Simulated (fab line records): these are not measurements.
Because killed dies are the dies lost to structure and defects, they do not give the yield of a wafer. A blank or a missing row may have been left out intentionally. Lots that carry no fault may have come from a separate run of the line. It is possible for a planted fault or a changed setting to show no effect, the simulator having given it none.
Which of the tools did it? -- flow n5Finfet -- 24 lots with 72 wafers sampled at 5 steps, on a route of 1938 steps

WHAT THE GAUGES READ, wafer by wafer
N5_BEOL_M12_INSPECT_55: inspects for defects (darkfield).
lot,measured,on,rawDefectCount
L076,day 11 12:11,defectInspect-02,69 35 46
L074,day 11 14:49,defectInspect-01,141 46 91
L075,day 11 15:59,defectInspect-01,84 126 74
L077,day 12 05:46,defectInspect-02,69 75 149
L078,day 12 14:10,defectInspect-02,73 52 54
L079,day 12 14:24,defectInspect-02,105 74 91
L080,day 12 15:29,defectInspect-01,70 78 58
L081,day 13 05:02,defectInspect-01,56 64 60
L083,day 13 12:35,defectInspect-01,62 85 75
L084,day 13 17:41,defectInspect-01,73 105 94
L082,day 13 18:33,defectInspect-01,65 32 40
L085,day 13 23:29,defectInspect-01,54 58 70
L086,day 14 03:00,defectInspect-01,77 73 62
L087,day 14 08:28,defectInspect-02,53 60 49
L089,day 14 12:11,defectInspect-01,102 158 84
L088,day 15 00:02,defectInspect-02,73 85 87
L092,day 15 04:21,defectInspect-01,45 107 74
L091,day 15 05:02,defectInspect-01,66 125 92
L090,day 15 05:18,defectInspect-01,87 71 91
L093,day 15 11:34,defectInspect-02,42 51 37
L094,day 16 03:52,defectInspect-01,61 66 110
L095,day 16 06:25,defectInspect-02,60 70 86
L096,day 16 16:01,defectInspect-02,66 39 42
L097,day 16 19:46,defectInspect-02,73 39 61

N5_BEOL_M13_INSPECT_12: inspects for defects (macro).
lot,measured,on,rawDefectCount
L076,day 11 12:52,defectInspect-02,0 1 1
L074,day 11 15:29,defectInspect-02,1 1 5
L075,day 11 16:39,defectInspect-01,1 2 2
L077,day 12 06:19,defectInspect-01,1 2 1
L078,day 12 14:50,defectInspect-01,2 2 4
L079,day 12 15:04,defectInspect-01,3 2 4
L080,day 12 16:09,defectInspect-01,3 0 3
L081,day 13 05:43,defectInspect-02,0 2 4
L083,day 13 13:08,defectInspect-02,2 1 3
L084,day 13 18:25,defectInspect-01,5 1 0
L082,day 13 19:06,defectInspect-02,4 6 5
L085,day 14 00:10,defectInspect-01,6 1 4
L086,day 14 03:40,defectInspect-01,2 1 7
L087,day 14 09:08,defectInspect-02,4 3 2
L089,day 14 12:56,defectInspect-01,2 3 0
L088,day 15 00:42,defectInspect-01,1 1 5
L092,day 15 05:02,defectInspect-02,1 3 0
L091,day 15 05:37,defectInspect-02,3 4 3
L090,day 15 05:58,defectInspect-02,1 1 2
L093,day 15 12:14,defectInspect-02,0 2 4
L094,day 16 04:24,defectInspect-01,1 2 2
L095,day 16 06:57,defectInspect-02,1 2 1
L096,day 16 16:41,defectInspect-02,1 4 1
L097,day 16 20:26,defectInspect-01,1 3 0

TOOL THAT RAN EACH LOT (tool first, then ch and the chambers of the sampled wafers, then the start)
lot,N5_BEOL_M11_DESCUM_33,N5_BEOL_M11_CURE_72,N5_BEOL_M12_ETCH_68
L076,"rieDiel-06 ch 0,1,3, day 11 00:19","uvCure-03 ch 0, day 11 01:17","rieDiel-01 ch 1,2, day 11 05:43"
L074,"rieDiel-04 ch 1,2, day 11 00:43","uvCure-03 ch 2, day 11 01:35","rieDiel-03 ch 0,1,2, day 11 06:00"
L075,"rieDiel-02 ch 2,3, day 11 04:11","uvCure-03 ch 0, day 11 04:58","rieDiel-01 ch 0,3, day 11 08:49"
L077,"rieDiel-06 ch 0,2,3, day 11 21:31","uvCure-01 ch 0, day 11 22:14","rieDiel-05 ch 0,2, day 12 02:14"
L078,"rieDiel-04 ch 0,2,3, day 12 05:50","uvCure-01 ch 2, day 12 06:38","rieDiel-03 ch 1,2, day 12 10:45"
L079,"rieDiel-02 ch 0,2,3, day 12 05:53","uvCure-02 ch 1, day 12 06:37","rieDiel-05 ch 0,1,3, day 12 10:58"
L080,"rieDiel-02 ch 0,1, day 12 06:21","uvCure-01 ch 1, day 12 07:05","rieDiel-01 ch 0,2, day 12 11:46"
L081,"rieDiel-04 ch 0,1,3, day 12 17:50","uvCure-03 ch 2, day 12 18:31","rieDiel-01 ch 0,1,2, day 12 23:38"
L083,"rieDiel-06 ch 0,1, day 13 05:44","uvCure-03 ch 2, day 13 06:41","rieDiel-05 ch 0,1,3, day 13 10:25"
L084,"rieDiel-04 ch 2,3, day 13 09:43","uvCure-02 ch 0, day 13 10:28","rieDiel-01 ch 1,2,3, day 13 14:35"
L082,"rieDiel-02 ch 0,1,2, day 13 11:38","uvCure-02 ch 2, day 13 12:22","rieDiel-03 ch 0,1,2, day 13 15:54"
L085,"rieDiel-06 ch 1,2, day 13 14:16","uvCure-03 ch 2, day 13 14:58","rieDiel-03 ch 0,1, day 13 19:32"
L086,"rieDiel-04 ch 0,2,3, day 13 18:26","uvCure-03 ch 1, day 13 19:10","rieDiel-01 ch 0,3, day 14 00:49"
L087,"rieDiel-02 ch 0,3, day 13 20:40","uvCure-02 ch 0, day 13 21:22","rieDiel-05 ch 0,1, day 14 02:26"
L089,"rieDiel-06 ch 0,1,3, day 14 04:42","uvCure-01 ch 2, day 14 05:26","rieDiel-03 ch 0,2, day 14 10:03"
L088,"rieDiel-04 ch 0,1,2, day 14 16:40","uvCure-01 ch 0, day 14 17:22","rieDiel-01 ch 0,2,3, day 14 21:53"
L092,"rieDiel-06 ch 0,1,3, day 14 19:38","uvCure-02 ch 1, day 14 20:22","rieDiel-05 ch 0,3, day 15 01:51"
L091,"rieDiel-04 ch 0,1, day 14 19:49","uvCure-01 ch 2, day 14 20:34","rieDiel-03 ch 2,3, day 15 02:17"
L090,"rieDiel-04 ch 1,2, day 14 21:25","uvCure-02 ch 2, day 14 22:09","rieDiel-05 ch 0,2,3, day 15 02:44"
L093,"rieDiel-06 ch 0,1,2, day 15 01:45","uvCure-02 ch 1, day 15 02:26","rieDiel-01 ch 0,3, day 15 07:07"
L094,"rieDiel-02 ch 0,1, day 15 17:50","uvCure-01 ch 1, day 15 18:31","rieDiel-03 ch 0,3, day 15 23:55"
L095,"rieDiel-06 ch 1,2,3, day 15 20:23","uvCure-03 ch 0, day 15 21:04","rieDiel-05 ch 2,3, day 16 03:21"
L096,"rieDiel-06 ch 1,2, day 16 02:49","uvCure-02 ch 0, day 16 03:44","rieDiel-01 ch 0,1,3, day 16 08:01"
L097,"rieDiel-06 ch 0,1, day 16 12:35","uvCure-01 ch 1, day 16 13:20","rieDiel-01 ch 1,2,3, day 16 17:31"
- N5_BEOL_M11_DESCUM_33: chemistry O2, time 7.9 s.
- N5_BEOL_M11_CURE_72: cures SiCOH lowk, time 120 s.
- N5_BEOL_M12_ETCH_68: etches SOC in N2/H2, time 285 s.

WHAT THE TOOLS THEMSELVES READ (means of the sampled wafers that have a number; where no wafer has one, the mark that the record gives instead)
N5_BEOL_M11_DESCUM_33.
lot,tool,drypumpMotorCurrentA (A),oesProductAu (a.u.),rfVppV (V),showerheadPlenumPTorr (Torr),throttleValvePct (%)
L076,rieDiel-06,5.1,0.77,242.1,2.07,20.56
L074,rieDiel-04,5.3,0.77,243.3,2.11,20.39
L075,rieDiel-02,5.6,0.77,243.5,2.15,20.62
L077,rieDiel-06,4.8,0.77,243.3,2.11,20.49
L078,rieDiel-04,5.5,0.81,243.7,2.14,20.48
L079,rieDiel-02,5.7,0.83,243.8,2.17,20.46
L080,rieDiel-02,6.0,0.92,244.8,2.24,20.09
L081,rieDiel-04,5.6,0.78,243.3,2.13,20.59
L083,rieDiel-06,5.5,0.81,241.5,2.03,20.56
L084,rieDiel-04,5.4,0.78,243.7,2.14,20.54
L082,rieDiel-02,5.8,0.92,244.2,2.21,20.23
L085,rieDiel-06,5.4,0.85,244.2,2.11,20.44
L086,rieDiel-04,5.5,0.80,243.8,2.14,20.49
L087,rieDiel-02,5.9,0.87,244.8,2.19,20.31
L089,rieDiel-06,5.1,0.84,243.3,2.06,20.42
L088,rieDiel-04,5.4,0.80,243.5,2.11,20.30
L092,rieDiel-06,5.1,0.84,242.4,2.06,20.43
L091,rieDiel-04,5.4,0.75,243.3,2.10,20.41
L090,rieDiel-04,5.3,0.74,242.2,2.10,20.45
L093,rieDiel-06,5.1,0.80,242.5,2.07,20.53
L094,rieDiel-02,5.9,0.87,245.2,2.23,20.13
L095,rieDiel-06,5.1,0.87,243.6,2.13,20.31
L096,rieDiel-06,5.0,0.84,243.6,2.14,20.39
L097,rieDiel-06,5.1,0.94,244.3,2.17,20.39

N5_BEOL_M11_CURE_72.
lot,tool,lampPowerPct (%),wafer_temp_C_max
L076,uvCure-03,52.32,372.0
L074,uvCure-03,52.35,370.9
L075,uvCure-03,52.38,372.0
L077,uvCure-01,52.32,371.3
L078,uvCure-01,52.33,373.1
L079,uvCure-02,52.30,372.2
L080,uvCure-01,52.37,372.1
L081,uvCure-03,52.27,370.9
L083,uvCure-03,52.28,371.1
L084,uvCure-02,52.32,370.9
L082,uvCure-02,52.24,371.0
L085,uvCure-03,52.30,371.1
L086,uvCure-03,52.31,373.0
L087,uvCure-02,52.25,371.2
L089,uvCure-01,52.29,371.8
L088,uvCure-01,52.29,371.2
L092,uvCure-02,52.29,372.0
L091,uvCure-01,52.33,372.7
L090,uvCure-02,52.31,371.2
L093,uvCure-02,52.32,372.4
L094,uvCure-01,52.41,371.9
L095,uvCure-03,52.34,372.0
L096,uvCure-02,52.31,371.0
L097,uvCure-01,52.33,372.2

N5_BEOL_M12_ETCH_68.
lot,tool,drypumpMotorCurrentA (A),oesProductAu (a.u.),rfVppV (V),showerheadPlenumPTorr (Torr),throttleValvePct (%)
L076,rieDiel-01,5.7,0.85,522.3,2.50,17.71
L074,rieDiel-03,5.5,0.75,524.2,2.58,17.69
L075,rieDiel-01,5.8,0.81,521.1,2.50,17.87
L077,rieDiel-05,5.3,0.70,526.7,2.63,18.31
L078,rieDiel-03,5.5,0.77,523.3,2.56,17.73
L079,rieDiel-05,5.8,0.79,526.5,2.63,17.83
L080,rieDiel-01,5.8,0.88,522.3,2.50,17.80
L081,rieDiel-01,5.8,0.81,522.4,2.49,17.73
L083,rieDiel-05,5.8,0.78,526.5,2.63,17.83
L084,rieDiel-01,5.7,0.84,521.9,2.50,17.70
L082,rieDiel-03,5.5,0.74,524.4,2.57,17.72
L085,rieDiel-03,5.8,0.74,526.7,2.60,17.70
L086,rieDiel-01,5.7,0.92,521.8,2.50,17.77
L087,rieDiel-05,5.5,0.71,525.3,2.60,18.11
L089,rieDiel-03,5.6,0.71,524.4,2.58,17.71
L088,rieDiel-01,5.7,0.86,522.3,2.49,17.83
L092,rieDiel-05,5.8,0.76,527.0,2.63,18.05
L091,rieDiel-03,5.5,0.73,521.8,2.47,17.63
L090,rieDiel-05,5.7,0.84,525.5,2.64,17.95
L093,rieDiel-01,5.8,0.85,520.9,2.48,17.80
L094,rieDiel-03,5.8,0.73,522.4,2.50,17.61
L095,rieDiel-05,5.6,0.89,526.5,2.63,17.85
L096,rieDiel-01,5.7,0.88,522.5,2.49,17.58
L097,rieDiel-01,5.7,0.87,522.4,2.48,17.63

THE ANSWER, worked out from the rows above alone
Rule: usual is defined by the lots themselves. Put in order of their means at a reading, lots are off if they are a third of the lots or fewer, leave a main group of 4 or more, and stand apart from it by a gap of 3 or more times the standard deviation of the main group's means; of several such gaps the widest counts. If all means in a main group match to the digits the tables above print for the reading, that group is not used. Also off: a lot with no number at a reading for which 4 or more lots have one. All remaining lots with rows at the step are treated as sound. The gauges are gone through in route order, then the tools' own readings, and for those a lot's mean is taken as printed above. At the first step where some lot is off, the reading lying furthest off is the one used; lots without a number count as furthest.
No lot is off at any reading shown: from this, nothing can be told.

WHAT THE SIMULATOR PUT IN
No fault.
